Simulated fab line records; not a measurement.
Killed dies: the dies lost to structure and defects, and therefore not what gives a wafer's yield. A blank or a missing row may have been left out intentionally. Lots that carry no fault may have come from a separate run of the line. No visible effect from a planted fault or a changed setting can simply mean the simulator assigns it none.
Which tool did it? || flow n5_finfet || 24 lots, 72 wafers sampled, at 5 steps of a route of 1938

== WHAT THE GAUGES SHOWED, per wafer ==
N5_SD_EPI_P_EPI_MEAS_23. Usual: thk_nm reads 61.2 nm (standard deviation 1.3).
{"lot": "L074", "measured": "day 3 10:49", "on": "film_metro-01", "thk_nm (nm)": "60.2 60.7 61.8", "flag": ""}
{"lot": "L075", "measured": "day 3 15:44", "on": "film_metro-01", "thk_nm (nm)": "59.6 60.3 61.3", "flag": ""}
{"lot": "L076", "measured": "day 4 02:43", "on": "film_metro-02", "thk_nm (nm)": "61.2 59.4 60.3", "flag": ""}
{"lot": "L077", "measured": "day 4 06:04", "on": "film_metro-01", "thk_nm (nm)": "60.9 60.7 60.2", "flag": ""}
{"lot": "L078", "measured": "day 4 14:05", "on": "film_metro-02", "thk_nm (nm)": "60.9 60.4 61.0", "flag": ""}
{"lot": "L079", "measured": "day 4 23:32", "on": "film_metro-01", "thk_nm (nm)": "63.0 61.3 62.5", "flag": ""}
{"lot": "L080", "measured": "day 5 00:35", "on": "film_metro-02", "thk_nm (nm)": "63.0 63.6 59.7", "flag": ""}
{"lot": "L081", "measured": "day 5 08:40", "on": "film_metro-01", "thk_nm (nm)": "59.5 61.0 61.2", "flag": ""}
{"lot": "L082", "measured": "day 5 12:58", "on": "film_metro-01", "thk_nm (nm)": "62.6 63.5 61.8", "flag": ""}
{"lot": "L083", "measured": "day 5 18:19", "on": "film_metro-02", "thk_nm (nm)": "62.0 62.2 60.7", "flag": ""}
{"lot": "L084", "measured": "day 6 02:17", "on": "film_metro-02", "thk_nm (nm)": "60.8 60.4 63.0", "flag": ""}
{"lot": "L086", "measured": "day 6 13:55", "on": "film_metro-02", "thk_nm (nm)": "62.1 62.1 58.3", "flag": ""}
{"lot": "L085", "measured": "day 6 14:16", "on": "film_metro-01", "thk_nm (nm)": "62.3 60.6 61.4", "flag": ""}
{"lot": "L087", "measured": "day 6 17:27", "on": "film_metro-02", "thk_nm (nm)": "60.4 61.6 60.5", "flag": ""}
{"lot": "L088", "measured": "day 7 01:20", "on": "film_metro-01", "thk_nm (nm)": "60.4 62.0 62.6", "flag": ""}
{"lot": "L089", "measured": "day 7 07:14", "on": "film_metro-02", "thk_nm (nm)": "63.0 60.2 62.2", "flag": ""}
{"lot": "L090", "measured": "day 7 15:46", "on": "film_metro-02", "thk_nm (nm)": "61.0 59.7 60.7", "flag": ""}
{"lot": "L091", "measured": "day 7 16:05", "on": "film_metro-01", "thk_nm (nm)": "62.4 62.3 63.3", "flag": ""}
{"lot": "L092", "measured": "day 8 01:20", "on": "film_metro-01", "thk_nm (nm)": "59.2 59.5 61.7", "flag": ""}
{"lot": "L093", "measured": "day 8 04:57", "on": "film_metro-02", "thk_nm (nm)": "62.5 60.1 62.4", "flag": ""}
{"lot": "L094", "measured": "day 8 08:27", "on": "film_metro-01", "thk_nm (nm)": "60.4 61.3 62.3", "flag": ""}
{"lot": "L095", "measured": "day 8 15:59", "on": "film_metro-01", "thk_nm (nm)": "58.5 61.5 61.4", "flag": ""}
{"lot": "L096", "measured": "day 9 00:11", "on": "film_metro-02", "thk_nm (nm)": "61.3 62.7 61.6", "flag": ""}
{"lot": "L097", "measured": "day 9 04:02", "on": "film_metro-01", "thk_nm (nm)": "62.1 61.9 61.4", "flag": ""}

N5_SD_ACTIVATION_RS_MEAS_03: measurement is done with a four-point probe. Usual: RS_SD_N 21.79 ohm/sq, standard deviation 0.27; RS_SD_P 55.7 ohm/sq, standard deviation 0.83.
{"lot": "L074", "measured": "day 3 11:37", "on": "film_metro-02", "RS_SD_N (ohm/sq)": "21.96 22.39 22.25", "RS_SD_P (ohm/sq)": "55.5 55.6 55.6", "flag": ""}
{"lot": "L075", "measured": "day 3 16:34", "on": "film_metro-02", "RS_SD_N (ohm/sq)": "21.96 21.72 21.63", "RS_SD_P (ohm/sq)": "54.6 55.8 54.9", "flag": ""}
{"lot": "L076", "measured": "day 4 03:23", "on": "film_metro-01", "RS_SD_N (ohm/sq)": "21.71 22.01 21.72", "RS_SD_P (ohm/sq)": "56.6 56.5 57.0", "flag": ""}
{"lot": "L077", "measured": "day 4 06:43", "on": "film_metro-02", "RS_SD_N (ohm/sq)": "21.95 21.66 21.77", "RS_SD_P (ohm/sq)": "56.1 56.7 56.9", "flag": ""}
{"lot": "L078", "measured": "day 4 14:43", "on": "film_metro-01", "RS_SD_N (ohm/sq)": "21.43 21.47 21.44", "RS_SD_P (ohm/sq)": "56.4 56.6 56.2", "flag": ""}
{"lot": "L079", "measured": "day 5 00:08", "on": "film_metro-01", "RS_SD_N (ohm/sq)": "21.51 21.64 21.70", "RS_SD_P (ohm/sq)": "54.5 54.4 53.5", "flag": ""}
{"lot": "L080", "measured": "day 5 01:27", "on": "film_metro-01", "RS_SD_N (ohm/sq)": "21.71 21.79 22.12", "RS_SD_P (ohm/sq)": "55.1 55.3 55.7", "flag": ""}
{"lot": "L081", "measured": "day 5 09:34", "on": "film_metro-02", "RS_SD_N (ohm/sq)": "22.01 22.24 22.09", "RS_SD_P (ohm/sq)": "56.4 55.2 55.9", "flag": ""}
{"lot": "L082", "measured": "day 5 13:47", "on": "film_metro-01", "RS_SD_N (ohm/sq)": "21.67 21.17 21.66", "RS_SD_P (ohm/sq)": "54.2 54.9 54.6", "flag": ""}
{"lot": "L083", "measured": "day 5 18:56", "on": "film_metro-02", "RS_SD_N (ohm/sq)": "21.68 22.11 21.82", "RS_SD_P (ohm/sq)": "55.1 55.6 56.1", "flag": ""}
{"lot": "L084", "measured": "day 6 02:53", "on": "film_metro-02", "RS_SD_N (ohm/sq)": "21.52 21.61 21.66", "RS_SD_P (ohm/sq)": "56.0 56.3 55.1", "flag": ""}
{"lot": "L086", "measured": "day 6 14:33", "on": "film_metro-02", "RS_SD_N (ohm/sq)": "21.33 21.60 21.34", "RS_SD_P (ohm/sq)": "56.0 54.3 55.1", "flag": ""}
{"lot": "L085", "measured": "day 6 14:55", "on": "film_metro-01", "RS_SD_N (ohm/sq)": "22.16 21.91 21.66", "RS_SD_P (ohm/sq)": "54.7 55.5 55.0", "flag": ""}
{"lot": "L087", "measured": "day 6 18:07", "on": "film_metro-01", "RS_SD_N (ohm/sq)": "21.55 22.13 22.04", "RS_SD_P (ohm/sq)": "55.9 55.7 55.7", "flag": ""}
{"lot": "L088", "measured": "day 7 01:57", "on": "film_metro-01", "RS_SD_N (ohm/sq)": "21.67 21.78 21.41", "RS_SD_P (ohm/sq)": "55.4 55.0 55.2", "flag": ""}
{"lot": "L089", "measured": "day 7 07:51", "on": "film_metro-02", "RS_SD_N (ohm/sq)": "21.30 21.22 21.53", "RS_SD_P (ohm/sq)": "55.5 55.4 55.0", "flag": ""}
{"lot": "L090", "measured": "day 7 16:22", "on": "film_metro-01", "RS_SD_N (ohm/sq)": "21.92 22.00 21.92", "RS_SD_P (ohm/sq)": "56.3 55.2 55.2", "flag": ""}
{"lot": "L091", "measured": "day 7 16:42", "on": "film_metro-02", "RS_SD_N (ohm/sq)": "21.92 22.02 22.02", "RS_SD_P (ohm/sq)": "54.7 54.8 55.1", "flag": ""}
{"lot": "L092", "measured": "day 8 02:09", "on": "film_metro-01", "RS_SD_N (ohm/sq)": "21.75 21.97 21.99", "RS_SD_P (ohm/sq)": "57.5 57.4 57.1", "flag": ""}
{"lot": "L093", "measured": "day 8 05:34", "on": "film_metro-01", "RS_SD_N (ohm/sq)": "21.62 21.55 21.59", "RS_SD_P (ohm/sq)": "55.7 57.1 55.6", "flag": ""}
{"lot": "L094", "measured": "day 8 09:08", "on": "film_metro-01", "RS_SD_N (ohm/sq)": "21.71 21.96 21.90", "RS_SD_P (ohm/sq)": "55.3 56.2 56.0", "flag": ""}
{"lot": "L095", "measured": "day 8 16:44", "on": "film_metro-02", "RS_SD_N (ohm/sq)": "21.63 21.97 21.77", "RS_SD_P (ohm/sq)": "56.4 56.2 56.7", "flag": ""}
{"lot": "L096", "measured": "day 9 01:07", "on": "film_metro-02", "RS_SD_N (ohm/sq)": "21.72 21.93 21.57", "RS_SD_P (ohm/sq)": "55.5 55.0 55.3", "flag": ""}
{"lot": "L097", "measured": "day 9 04:48", "on": "film_metro-02", "RS_SD_N (ohm/sq)": "22.18 22.06 21.91", "RS_SD_P (ohm/sq)": "56.5 56.4 56.4", "flag": ""}

N5_SDB_THK_MEAS_31. Usual: for SDB_THK the level is 64.5 nm and the standard deviation is 0.92.
{"lot": "L074", "measured": "day 3 23:45", "on": "film_metro-01", "SDB_THK (nm)": "65.9 64.1 66.4", "flag": ""}
{"lot": "L075", "measured": "day 4 04:32", "on": "film_metro-02", "SDB_THK (nm)": "63.5 65.1 65.1", "flag": ""}
{"lot": "L076", "measured": "day 4 14:32", "on": "film_metro-01", "SDB_THK (nm)": "65.0 64.0 64.0", "flag": ""}
{"lot": "L077", "measured": "day 4 18:48", "on": "film_metro-01", "SDB_THK (nm)": "63.5 62.7 62.4", "flag": ""}
{"lot": "L078", "measured": "day 5 01:58", "on": "film_metro-02", "SDB_THK (nm)": "64.0 64.6 64.1", "flag": ""}
{"lot": "L079", "measured": "day 5 11:42", "on": "film_metro-01", "SDB_THK (nm)": "62.9 64.1 65.0", "flag": ""}
{"lot": "L080", "measured": "day 5 13:41", "on": "film_metro-02", "SDB_THK (nm)": "64.3 65.5 65.9", "flag": ""}
{"lot": "L081", "measured": "day 5 20:25", "on": "film_metro-01", "SDB_THK (nm)": "65.3 64.3 63.9", "flag": ""}
{"lot": "L082", "measured": "day 6 00:47", "on": "film_metro-01", "SDB_THK (nm)": "65.5 63.8 63.6", "flag": ""}
{"lot": "L083", "measured": "day 6 07:09", "on": "film_metro-01", "SDB_THK (nm)": "63.1 63.1 63.9", "flag": ""}
{"lot": "L084", "measured": "day 6 14:01", "on": "film_metro-02", "SDB_THK (nm)": "64.8 65.5 64.8", "flag": ""}
{"lot": "L086", "measured": "day 7 01:57", "on": "film_metro-01", "SDB_THK (nm)": "64.0 64.0 64.1", "flag": ""}
{"lot": "L085", "measured": "day 7 02:16", "on": "film_metro-01", "SDB_THK (nm)": "64.5 64.7 62.8", "flag": ""}
{"lot": "L087", "measured": "day 7 05:23", "on": "film_metro-01", "SDB_THK (nm)": "64.3 64.3 63.1", "flag": ""}
{"lot": "L088", "measured": "day 7 13:04", "on": "film_metro-01", "SDB_THK (nm)": "64.0 65.0 64.9", "flag": ""}
{"lot": "L089", "measured": "day 7 18:58", "on": "film_metro-02", "SDB_THK (nm)": "65.0 63.8 65.4", "flag": ""}
{"lot": "L090", "measured": "day 8 04:42", "on": "film_metro-02", "SDB_THK (nm)": "64.4 65.8 64.6", "flag": ""}
{"lot": "L091", "measured": "day 8 03:59", "on": "film_metro-02", "SDB_THK (nm)": "64.7 65.4 66.8", "flag": ""}
{"lot": "L092", "measured": "day 8 14:10", "on": "film_metro-02", "SDB_THK (nm)": "64.7 65.9 65.7", "flag": ""}
{"lot": "L093", "measured": "day 8 17:03", "on": "film_metro-01", "SDB_THK (nm)": "64.9 64.4 63.9", "flag": ""}
{"lot": "L094", "measured": "day 8 20:44", "on": "film_metro-01", "SDB_THK (nm)": "65.2 63.6 64.4", "flag": ""}
{"lot": "L095", "measured": "day 9 03:52", "on": "film_metro-02", "SDB_THK (nm)": "64.2 64.8 63.7", "flag": ""}
{"lot": "L096", "measured": "day 9 12:43", "on": "film_metro-01", "SDB_THK (nm)": "65.2 66.1 64.2", "flag": ""}
{"lot": "L097", "measured": "day 9 16:41", "on": "film_metro-01", "SDB_THK (nm)": "65.6 64.3 64.0", "flag": ""}

== TOOL THAT RAN EACH LOT (tool first, then ch and the chambers of the sampled wafers, then the start) ==
{"lot": "L074", "N5_ILD0_LINER_00": "ald_sin-03 ch 0,1,3, day 3 12:16", "N5_SDB_ETCH_25": "rie_diel-06 ch 0,1,2, day 3 20:27"}
{"lot": "L075", "N5_ILD0_LINER_00": "ald_sin-03 ch 0,1,2, day 3 16:56", "N5_SDB_ETCH_25": "rie_diel-04 ch 0,1,2, day 4 01:14"}
{"lot": "L076", "N5_ILD0_LINER_00": "ald_sin-04 ch 0,2,3, day 4 03:44", "N5_SDB_ETCH_25": "rie_diel-06 ch 0,1,3, day 4 11:04"}
{"lot": "L077", "N5_ILD0_LINER_00": "ald_sin-02 ch 1,2, day 4 07:04", "N5_SDB_ETCH_25": "rie_diel-04 ch 0,2,3, day 4 15:30"}
{"lot": "L078", "N5_ILD0_LINER_00": "ald_sin-02 ch 1,2,3, day 4 15:05", "N5_SDB_ETCH_25": "rie_diel-01 ch 0,1,2, day 4 22:41"}
{"lot": "L079", "N5_ILD0_LINER_00": "ald_sin-04 ch 0,1,3, day 5 00:35", "N5_SDB_ETCH_25": "rie_diel-04 ch 1,2,3, day 5 08:24"}
{"lot": "L080", "N5_ILD0_LINER_00": "ald_sin-02 ch 2,3, day 5 02:34", "N5_SDB_ETCH_25": "rie_diel-04 ch 0,2,3, day 5 10:23"}
{"lot": "L081", "N5_ILD0_LINER_00": "ald_sin-03 ch 0,1,3, day 5 09:55", "N5_SDB_ETCH_25": "rie_diel-01 ch 2,3, day 5 17:07"}
{"lot": "L082", "N5_ILD0_LINER_00": "ald_sin-02 ch 1,2, day 5 14:07", "N5_SDB_ETCH_25": "rie_diel-01 ch 0,3, day 5 21:29"}
{"lot": "L083", "N5_ILD0_LINER_00": "ald_sin-03 ch 0,2,3, day 5 19:37", "N5_SDB_ETCH_25": "rie_diel-01 ch 0,2,3, day 6 03:52"}
{"lot": "L084", "N5_ILD0_LINER_00": "ald_sin-03 ch 1,2,3, day 6 03:14", "N5_SDB_ETCH_25": "rie_diel-06 ch 1,2,3, day 6 10:43"}
{"lot": "L086", "N5_ILD0_LINER_00": "ald_sin-03 ch 0,1,3, day 6 14:53", "N5_SDB_ETCH_25": "rie_diel-04 ch 0,3, day 6 22:39"}
{"lot": "L085", "N5_ILD0_LINER_00": "ald_sin-03 ch 0,1, day 6 15:17", "N5_SDB_ETCH_25": "rie_diel-01 ch 1,2,3, day 6 22:47"}
{"lot": "L087", "N5_ILD0_LINER_00": "ald_sin-02 ch 2,3, day 6 18:32", "N5_SDB_ETCH_25": "rie_diel-04 ch 0,1,3, day 7 02:06"}
{"lot": "L088", "N5_ILD0_LINER_00": "ald_sin-03 ch 0,1,3, day 7 02:19", "N5_SDB_ETCH_25": "rie_diel-04 ch 1,3, day 7 09:46"}
{"lot": "L089", "N5_ILD0_LINER_00": "ald_sin-03 ch 0,1, day 7 08:13", "N5_SDB_ETCH_25": "rie_diel-06 ch 1,3, day 7 15:40"}
{"lot": "L090", "N5_ILD0_LINER_00": "ald_sin-04 ch 2,3, day 7 16:43", "N5_SDB_ETCH_25": "rie_diel-06 ch 0,1,2, day 8 00:03"}
{"lot": "L091", "N5_ILD0_LINER_00": "ald_sin-04 ch 0,1,3, day 7 17:07", "N5_SDB_ETCH_25": "rie_diel-06 ch 1,2,3, day 8 00:41"}
{"lot": "L092", "N5_ILD0_LINER_00": "ald_sin-03 ch 0,1,2, day 8 02:40", "N5_SDB_ETCH_25": "rie_diel-01 ch 0,1,3, day 8 10:52"}
{"lot": "L093", "N5_ILD0_LINER_00": "ald_sin-03 ch 0,1,3, day 8 06:25", "N5_SDB_ETCH_25": "rie_diel-01 ch 1,2,3, day 8 13:46"}
{"lot": "L094", "N5_ILD0_LINER_00": "ald_sin-02 ch 0,2,3, day 8 09:29", "N5_SDB_ETCH_25": "rie_diel-06 ch 0,1, day 8 17:23"}
{"lot": "L095", "N5_ILD0_LINER_00": "ald_sin-02 ch 0,1,3, day 8 17:05", "N5_SDB_ETCH_25": "rie_diel-01 ch 0,1,2, day 9 00:34"}
{"lot": "L096", "N5_ILD0_LINER_00": "ald_sin-04 ch 0,2,3, day 9 01:31", "N5_SDB_ETCH_25": "rie_diel-04 ch 1,2, day 9 09:25"}
{"lot": "L097", "N5_ILD0_LINER_00": "ald_sin-02 ch 1,2, day 9 05:34", "N5_SDB_ETCH_25": "rie_diel-06 ch 0,2,3, day 9 13:23"}
- N5_ILD0_LINER_00: material SiNx, target thk 4 nm, pulse time 1 s, purge time 2 s.
- N5_SDB_ETCH_25: etches SiO2 in C4F6/O2, target depth 10 nm, time 3.3 s.

== AS READ BY THE TOOLS THEMSELVES (means over the sampled wafers that have a number; for cases with no such wafer, the mark the record gives instead) ==
N5_ILD0_LINER_00. Usual: heater_power_w 840 W, standard deviation 80; precursor_pulse_height_rel 1.001, standard deviation 0.019.
{"lot": "L074", "tool": "ald_sin-03", "heater_power_w (W)": 809, "precursor_pulse_height_rel": 1.001, "flag": ""}
{"lot": "L075", "tool": "ald_sin-03", "heater_power_w (W)": 827, "precursor_pulse_height_rel": 1.003, "flag": ""}
{"lot": "L076", "tool": "ald_sin-04", "heater_power_w (W)": 834, "precursor_pulse_height_rel": 1.003, "flag": ""}
{"lot": "L077", "tool": "ald_sin-02", "heater_power_w (W)": 801, "precursor_pulse_height_rel": 1.000, "flag": ""}
{"lot": "L078", "tool": "ald_sin-02", "heater_power_w (W)": 849, "precursor_pulse_height_rel": 0.998, "flag": ""}
{"lot": "L079", "tool": "ald_sin-04", "heater_power_w (W)": 810, "precursor_pulse_height_rel": 1.015, "flag": ""}
{"lot": "L080", "tool": "ald_sin-02", "heater_power_w (W)": 863, "precursor_pulse_height_rel": 1.008, "flag": ""}
{"lot": "L081", "tool": "ald_sin-03", "heater_power_w (W)": 809, "precursor_pulse_height_rel": 0.988, "flag": ""}
{"lot": "L082", "tool": "ald_sin-02", "heater_power_w (W)": 800, "precursor_pulse_height_rel": 1.004, "flag": ""}
{"lot": "L083", "tool": "ald_sin-03", "heater_power_w (W)": 777, "precursor_pulse_height_rel": 1.024, "flag": ""}
{"lot": "L084", "tool": "ald_sin-03", "heater_power_w (W)": 842, "precursor_pulse_height_rel": 1.005, "flag": ""}
{"lot": "L086", "tool": "ald_sin-03", "heater_power_w (W)": 809, "precursor_pulse_height_rel": 1.001, "flag": ""}
{"lot": "L085", "tool": "ald_sin-03", "heater_power_w (W)": 816, "precursor_pulse_height_rel": 0.997, "flag": ""}
{"lot": "L087", "tool": "ald_sin-02", "heater_power_w (W)": 852, "precursor_pulse_height_rel": 1.005, "flag": ""}
{"lot": "L088", "tool": "ald_sin-03", "heater_power_w (W)": 807, "precursor_pulse_height_rel": 0.984, "flag": ""}
{"lot": "L089", "tool": "ald_sin-03", "heater_power_w (W)": 866, "precursor_pulse_height_rel": 1.003, "flag": ""}
{"lot": "L090", "tool": "ald_sin-04", "heater_power_w (W)": 869, "precursor_pulse_height_rel": 0.984, "flag": ""}
{"lot": "L091", "tool": "ald_sin-04", "heater_power_w (W)": 800, "precursor_pulse_height_rel": 1.001, "flag": ""}
{"lot": "L092", "tool": "ald_sin-03", "heater_power_w (W)": 834, "precursor_pulse_height_rel": 0.977, "flag": ""}
{"lot": "L093", "tool": "ald_sin-03", "heater_power_w (W)": 816, "precursor_pulse_height_rel": 1.026, "flag": ""}
{"lot": "L094", "tool": "ald_sin-02", "heater_power_w (W)": 906, "precursor_pulse_height_rel": 1.006, "flag": ""}
{"lot": "L095", "tool": "ald_sin-02", "heater_power_w (W)": 909, "precursor_pulse_height_rel": 1.011, "flag": ""}
{"lot": "L096", "tool": "ald_sin-04", "heater_power_w (W)": 856, "precursor_pulse_height_rel": 1.005, "flag": ""}
{"lot": "L097", "tool": "ald_sin-02", "heater_power_w (W)": 814, "precursor_pulse_height_rel": 0.992, "flag": ""}

N5_SDB_ETCH_25. Usual: drypump_motor_current_A 5.7 A, standard deviation 0.48; oes_f_703_au 0.78 a.u., standard deviation 0.09; oes_product_au 0.77 a.u., standard deviation 0.095; rf_vpp_V 661 V, standard deviation 4.4; showerhead_plenum_p_Torr 2.85 Torr, standard deviation 0.076; throttle_valve_pct 21.19 %, standard deviation 0.24.
{"lot": "L074", "tool": "rie_diel-06", "drypump_motor_current_A (A)": 5.4, "oes_f_703_au (a.u.)": 0.75, "oes_product_au (a.u.)": 0.74, "rf_vpp_V (V)": 659, "showerhead_plenum_p_Torr (Torr)": 2.87, "throttle_valve_pct (%)": 21.27, "flag": ""}
{"lot": "L075", "tool": "rie_diel-04", "drypump_motor_current_A (A)": 5.9, "oes_f_703_au (a.u.)": 0.72, "oes_product_au (a.u.)": 0.71, "rf_vpp_V (V)": 660, "showerhead_plenum_p_Torr (Torr)": 2.79, "throttle_valve_pct (%)": 21.37, "flag": ""}
{"lot": "L076", "tool": "rie_diel-06", "drypump_motor_current_A (A)": 5.9, "oes_f_703_au (a.u.)": 0.76, "oes_product_au (a.u.)": 0.75, "rf_vpp_V (V)": 661, "showerhead_plenum_p_Torr (Torr)": 2.92, "throttle_valve_pct (%)": 21.18, "flag": ""}
{"lot": "L077", "tool": "rie_diel-04", "drypump_motor_current_A (A)": 5.9, "oes_f_703_au (a.u.)": 0.74, "oes_product_au (a.u.)": 0.73, "rf_vpp_V (V)": 661, "showerhead_plenum_p_Torr (Torr)": 2.76, "throttle_valve_pct (%)": 21.31, "flag": ""}
{"lot": "L078", "tool": "rie_diel-01", "drypump_motor_current_A (A)": 5.3, "oes_f_703_au (a.u.)": 0.71, "oes_product_au (a.u.)": 0.71, "rf_vpp_V (V)": 661, "showerhead_plenum_p_Torr (Torr)": 2.86, "throttle_valve_pct (%)": 21.30, "flag": ""}
{"lot": "L079", "tool": "rie_diel-04", "drypump_motor_current_A (A)": 5.9, "oes_f_703_au (a.u.)": 0.73, "oes_product_au (a.u.)": 0.73, "rf_vpp_V (V)": 661, "showerhead_plenum_p_Torr (Torr)": 2.75, "throttle_valve_pct (%)": 21.13, "flag": ""}
{"lot": "L080", "tool": "rie_diel-04", "drypump_motor_current_A (A)": 5.9, "oes_f_703_au (a.u.)": 0.74, "oes_product_au (a.u.)": 0.72, "rf_vpp_V (V)": 661, "showerhead_plenum_p_Torr (Torr)": 2.75, "throttle_valve_pct (%)": 21.33, "flag": ""}
{"lot": "L081", "tool": "rie_diel-01", "drypump_motor_current_A (A)": 5.6, "oes_f_703_au (a.u.)": 0.82, "oes_product_au (a.u.)": 0.83, "rf_vpp_V (V)": 663, "showerhead_plenum_p_Torr (Torr)": 2.87, "throttle_valve_pct (%)": 21.02, "flag": ""}
{"lot": "L082", "tool": "rie_diel-01", "drypump_motor_current_A (A)": 5.5, "oes_f_703_au (a.u.)": 0.78, "oes_product_au (a.u.)": 0.78, "rf_vpp_V (V)": 661, "showerhead_plenum_p_Torr (Torr)": 2.91, "throttle_valve_pct (%)": 21.47, "flag": ""}
{"lot": "L083", "tool": "rie_diel-01", "drypump_motor_current_A (A)": 5.5, "oes_f_703_au (a.u.)": 0.80, "oes_product_au (a.u.)": 0.79, "rf_vpp_V (V)": 662, "showerhead_plenum_p_Torr (Torr)": 2.89, "throttle_valve_pct (%)": 21.25, "flag": ""}
{"lot": "L084", "tool": "rie_diel-06", "drypump_motor_current_A (A)": 5.8, "oes_f_703_au (a.u.)": 0.73, "oes_product_au (a.u.)": 0.73, "rf_vpp_V (V)": 658, "showerhead_plenum_p_Torr (Torr)": 2.86, "throttle_valve_pct (%)": 21.27, "flag": ""}
{"lot": "L086", "tool": "rie_diel-04", "drypump_motor_current_A (A)": 5.6, "oes_f_703_au (a.u.)": 0.75, "oes_product_au (a.u.)": 0.74, "rf_vpp_V (V)": 663, "showerhead_plenum_p_Torr (Torr)": 2.76, "throttle_valve_pct (%)": 21.15, "flag": ""}
{"lot": "L085", "tool": "rie_diel-01", "drypump_motor_current_A (A)": 5.4, "oes_f_703_au (a.u.)": 0.87, "oes_product_au (a.u.)": 0.87, "rf_vpp_V (V)": 659, "showerhead_plenum_p_Torr (Torr)": 2.85, "throttle_valve_pct (%)": 20.97, "flag": ""}
{"lot": "L087", "tool": "rie_diel-04", "drypump_motor_current_A (A)": 5.6, "oes_f_703_au (a.u.)": 0.73, "oes_product_au (a.u.)": 0.72, "rf_vpp_V (V)": 663, "showerhead_plenum_p_Torr (Torr)": 2.79, "throttle_valve_pct (%)": 21.20, "flag": ""}
{"lot": "L088", "tool": "rie_diel-04", "drypump_motor_current_A (A)": 5.6, "oes_f_703_au (a.u.)": 0.74, "oes_product_au (a.u.)": 0.74, "rf_vpp_V (V)": 664, "showerhead_plenum_p_Torr (Torr)": 2.75, "throttle_valve_pct (%)": 20.96, "flag": ""}
{"lot": "L089", "tool": "rie_diel-06", "drypump_motor_current_A (A)": 5.8, "oes_f_703_au (a.u.)": 0.73, "oes_product_au (a.u.)": 0.71, "rf_vpp_V (V)": 655, "showerhead_plenum_p_Torr (Torr)": 2.86, "throttle_valve_pct (%)": 21.21, "flag": ""}
{"lot": "L090", "tool": "rie_diel-06", "drypump_motor_current_A (A)": 5.4, "oes_f_703_au (a.u.)": 0.82, "oes_product_au (a.u.)": 0.81, "rf_vpp_V (V)": 660, "showerhead_plenum_p_Torr (Torr)": 2.86, "throttle_valve_pct (%)": 21.18, "flag": ""}
{"lot": "L091", "tool": "rie_diel-06", "drypump_motor_current_A (A)": 5.8, "oes_f_703_au (a.u.)": 0.82, "oes_product_au (a.u.)": 0.80, "rf_vpp_V (V)": 657, "showerhead_plenum_p_Torr (Torr)": 2.85, "throttle_valve_pct (%)": 21.17, "flag": ""}
{"lot": "L092", "tool": "rie_diel-01", "drypump_motor_current_A (A)": 5.4, "oes_f_703_au (a.u.)": 0.92, "oes_product_au (a.u.)": 0.92, "rf_vpp_V (V)": 657, "showerhead_plenum_p_Torr (Torr)": 2.87, "throttle_valve_pct (%)": 21.10, "flag": ""}
{"lot": "L093", "tool": "rie_diel-01", "drypump_motor_current_A (A)": 5.4, "oes_f_703_au (a.u.)": 0.84, "oes_product_au (a.u.)": 0.84, "rf_vpp_V (V)": 658, "showerhead_plenum_p_Torr (Torr)": 2.84, "throttle_valve_pct (%)": 20.99, "flag": ""}
{"lot": "L094", "tool": "rie_diel-06", "drypump_motor_current_A (A)": 5.4, "oes_f_703_au (a.u.)": 0.74, "oes_product_au (a.u.)": 0.73, "rf_vpp_V (V)": 663, "showerhead_plenum_p_Torr (Torr)": 2.90, "throttle_valve_pct (%)": 21.26, "flag": ""}
{"lot": "L095", "tool": "rie_diel-01", "drypump_motor_current_A (A)": 5.2, "oes_f_703_au (a.u.)": 0.85, "oes_product_au (a.u.)": 0.85, "rf_vpp_V (V)": 660, "showerhead_plenum_p_Torr (Torr)": 2.85, "throttle_valve_pct (%)": 21.11, "flag": ""}
{"lot": "L096", "tool": "rie_diel-04", "drypump_motor_current_A (A)": 5.9, "oes_f_703_au (a.u.)": 0.78, "oes_product_au (a.u.)": 0.77, "rf_vpp_V (V)": 664, "showerhead_plenum_p_Torr (Torr)": 2.88, "throttle_valve_pct (%)": 21.12, "flag": ""}
{"lot": "L097", "tool": "rie_diel-06", "drypump_motor_current_A (A)": 5.9, "oes_f_703_au (a.u.)": 0.81, "oes_product_au (a.u.)": 0.80, "rf_vpp_V (V)": 662, "showerhead_plenum_p_Torr (Torr)": 2.90, "throttle_valve_pct (%)": 21.20, "flag": ""}

== THE ANSWER, worked out from the rows above alone ==
Rule: a lot counts as off when the mean over its wafers that have a number is more than 3 standard deviations away from the usual mean. A lot without any number at a reading at which 4 lots or more have one is off too. Any other lot the step has rows for is counted as sound. After the gauges, taken in route order, come the tools' own readings; for these a lot's mean is taken, as printed above. At the first step where some lot is off, the reading lying furthest off is the one used; lots without a number count as furthest.
Nothing can be told from this: no lot is off at any reading shown.

== WHAT WAS PUT IN BY THE SIMULATOR ==
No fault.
